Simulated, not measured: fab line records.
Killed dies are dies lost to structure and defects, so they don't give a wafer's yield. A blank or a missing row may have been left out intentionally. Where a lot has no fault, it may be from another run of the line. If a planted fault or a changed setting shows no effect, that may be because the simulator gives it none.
Split-lot study | flow n5 finfet | route with 1938 steps; 7 lots, 21 wafers read

## THE SPLIT ITSELF
At N5_GATE_CUT_COAT_27 (time 60 s, resist thk 10 nm), the setting spin rpm was moved away from the recipe's 1500 rpm on 7 of the 21 wafers read, by -6.5% to +5.4%. All remaining wafers had this setting at the recipe value.

## FROM THE SPLIT TO THE READING: what the file shows between them, 3 steps
- N5_GATE_CUT_COAT_07: resist thk 30 nm
- N5_GATE_CUT_EBR_09
- N5_GATE_CUT_DESCUM_18: chemistry O2, time 7 s

## THE READING
CAR-EUV_of_GATE_CUT_COAT_07.thk nm (the simulator's own value, which no gauge read), in nm, at N5_GATE_CUT_ETCH_28 (etches underlayer in N2/H2, target depth 13 nm, time 10.4 s). The file does not state a usual value for it. Average 14.5 nm, standard deviation 0.18 nm, over the 14 wafers here run with the recipe.

wafer  | tool, chamber at the split | spin rpm as run, rpm | against the recipe | CAR-EUV_of_GATE_CUT_COAT_07.thk nm, nm | against lot-mates on the recipe
L076.2 | litho track-05, 0          | 1500                 | recipe             | 14.6                                   | -
L076.4 | litho track-05, 0          | 1500                 | recipe             | 14.4                                   | -
L076.5 | litho track-05, 0          | 1500                 | recipe             | 14.4                                   | -
L078.1 | litho track-05, 0          | 1500                 | recipe             | 14.4                                   | -
L078.3 | litho track-05, 0          | 1500                 | recipe             | 14.4                                   | -
L078.4 | litho track-05, 0          | 1500                 | recipe             | 14.4                                   | -
L083.1 | litho track-05, 0          | 1500                 | recipe             | 14.4                                   | -
L083.5 | litho track-05, 0          | 1433                 | -4.5%              | 14.2                                   | -0.2
L083.6 | litho track-05, 0          | 1433                 | -4.5%              | 14.2                                   | -0.2
L090.4 | litho track-01, 0          | 1581                 | +5.4%              | 14.8                                   | +0.4
L090.5 | litho track-01, 0          | 1500                 | recipe             | 14.4                                   | -
L090.6 | litho track-01, 0          | 1581                 | +5.4%              | 14.8                                   | +0.4
L092.1 | litho track-05, 0          | 1402                 | -6.5%              | 14.2                                   | -0.6
L092.3 | litho track-05, 0          | 1500                 | recipe             | 14.8                                   | -
L092.6 | litho track-05, 0          | 1500                 | recipe             | 14.8                                   | -
L093.1 | litho track-04, 0          | 1500                 | recipe             | 14.4                                   | -
L093.2 | litho track-04, 0          | 1565                 | +4.3%              | 14.6                                   | +0.2
L093.3 | litho track-04, 0          | 1565                 | +4.3%              | 14.8                                   | +0.4
L097.3 | litho track-01, 0          | 1500                 | recipe             | 14.8                                   | -
L097.4 | litho track-01, 0          | 1500                 | recipe             | 14.6                                   | -
L097.5 | litho track-01, 0          | 1500                 | recipe             | 14.8                                   | -

FIT RESULTS
A straight line over all 21 wafers: CAR-EUV_of_GATE_CUT_COAT_07.thk nm changes by +0.0533 nm for each +1% of spin rpm; r = +0.72; the points scatter about the line by 0.16 nm.
The same after taking each lot's own level away (the mean of its wafers on the recipe; 21 wafers): +0.0706 nm for each +1%; r = +0.94; scatter 0.079 nm.
According to that fit, moving spin rpm by its largest amount changes the reading by 0.46 nm.
From 14.40 to 14.80 nm: that is the span of the lots' own levels, equal to 2.3 times the standard deviation above.
So the lot-to-lot level blurs the effect unless lot-mates are compared.
Check: with one of the wafers moved furthest among these (-6.5%) left out of the fit, the line predicts -0.393 nm for it against its lot-mates. It came out at -0.6 nm against them.

## FURTHER SPLITS ON THESE WAFERS
Note: prior to the reading, these wafers also went through further splits. Each is held against what the fit with the lots' levels taken away leaves over:
other split on the same wafers       | wafers away from the commonest value | r with CAR-EUV_of_GATE_CUT_COAT_07.thk nm (lot level and that fit taken away)
N5_DUMMY_GATE_ETCH_31 target depth a | 9                                    | -0.03
N5_ILD0_CMP_03 down force psi        | 8                                    | +0.15
N5_HKMG_FIN_ETCH_55 time s           | 4                                    | +0.15
N5_GATE_CUT_HM_DEP_46 time s         | 6                                    | +0.41

## THE WHOLE CHAIN: every reading that the file lists as answering this split, in the file's order
step                | what it does                                                | reading                                                                             | change (the file's fit)                | r (the file's)
N5_GATE_CUT_ETCH_28 | etches underlayer in N2/H2, target depth 13 nm, time 10.4 s | etch.depth nm (the simulator's own value, which no gauge read)                      | -0.0534 nm for each +1% of the setting | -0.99
N5_GATE_CUT_ETCH_28 | etches underlayer in N2/H2, target depth 13 nm, time 10.4 s | CAR-EUV_of_GATE_CUT_COAT_07.thk nm (the simulator's own value, which no gauge read) | +0.0748 nm for each +1% of the setting | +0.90

## THE FILE'S OWN FIT
CAR-EUV_of_GATE_CUT_COAT_07.thk nm changes by +0.0748 nm for each +1% of spin rpm, r = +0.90.
